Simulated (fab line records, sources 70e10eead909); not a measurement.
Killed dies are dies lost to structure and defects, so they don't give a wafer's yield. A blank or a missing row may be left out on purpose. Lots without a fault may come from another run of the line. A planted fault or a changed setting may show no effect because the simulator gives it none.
Which tool did it? | flow nand_harc | 6 lots, 18 wafers sampled, at 3 steps of a route of 1302

WHAT THE GAUGES READ, wafer by wafer
NHARC_A_BONDPAD_THK_MEAS_20: measures by xrf.
lot  | measured     | on            | thk_nm (nm)
L581 | day 24 11:50 | film_metro-01 | 172.3 171.6 168.6
L579 | day 24 16:17 | film_metro-02 | 169.8 170.6 169.1
L585 | day 26 15:11 | film_metro-01 | 170.4 168.7 170.6
L590 | day 28 12:56 | film_metro-01 | 169.8 168.2 169.4
L598 | day 31 16:38 | film_metro-02 | 169.3 167.8 170.9
L599 | day 32 03:57 | film_metro-02 | 167.2 170.5 169.5

WHICH TOOL RAN EACH LOT (tool, then ch and the chambers of the sampled wafers, then the start)
lot  | NHARC_A_CONTACT_ETCH_116             | NHARC_A_BONDPAD_PRE_CLEAN_26
L581 | har_cap_etch-02 ch 0,1, day 22 18:45 | pvd_sputter-03, day 24 11:50 or earlier
L579 | har_cap_etch-02 ch 0,1, day 22 23:43 | pvd_sputter-03, day 24 16:17 or earlier
L585 | har_cap_etch-01 ch 0,1, day 25 00:13 | pvd_sputter-01, day 26 15:11 or earlier
L590 | har_cap_etch-01 ch 0,1, day 26 17:43 | pvd_sputter-01, day 28 12:56 or earlier
L598 | har_cap_etch-01 ch 0,1, day 30 02:25 | pvd_sputter-03, day 31 16:38 or earlier
L599 | har_cap_etch-01 ch 0,1, day 30 14:22 | pvd_sputter-03, day 32 03:57 or earlier
- NHARC_A_CONTACT_ETCH_116: etches the open film in C4F8/O2/Ar, time 190 s, target depth 1850 nm.
- NHARC_A_BONDPAD_PRE_CLEAN_26: time 30 s.

THE ANSWER, worked out from the rows above alone
Rule: what is usual is taken from the lots themselves. Put in order of their means at a reading, lots are off if they are a third of the lots or fewer, leave a main group of 4 or more, and stand apart from it by a gap of 3 or more times the standard deviation of the main group's means; of several such gaps the widest counts. A main group whose means are all the same, to the digits that the tables above print for the reading, isn't used. A lot without any number at a reading at which 4 lots or more have one is off too. The other lots that the step has rows for count as sound.
No lot is off at any reading shown: from this, nothing can be told.

WHAT THE SIMULATOR HAD PUT IN
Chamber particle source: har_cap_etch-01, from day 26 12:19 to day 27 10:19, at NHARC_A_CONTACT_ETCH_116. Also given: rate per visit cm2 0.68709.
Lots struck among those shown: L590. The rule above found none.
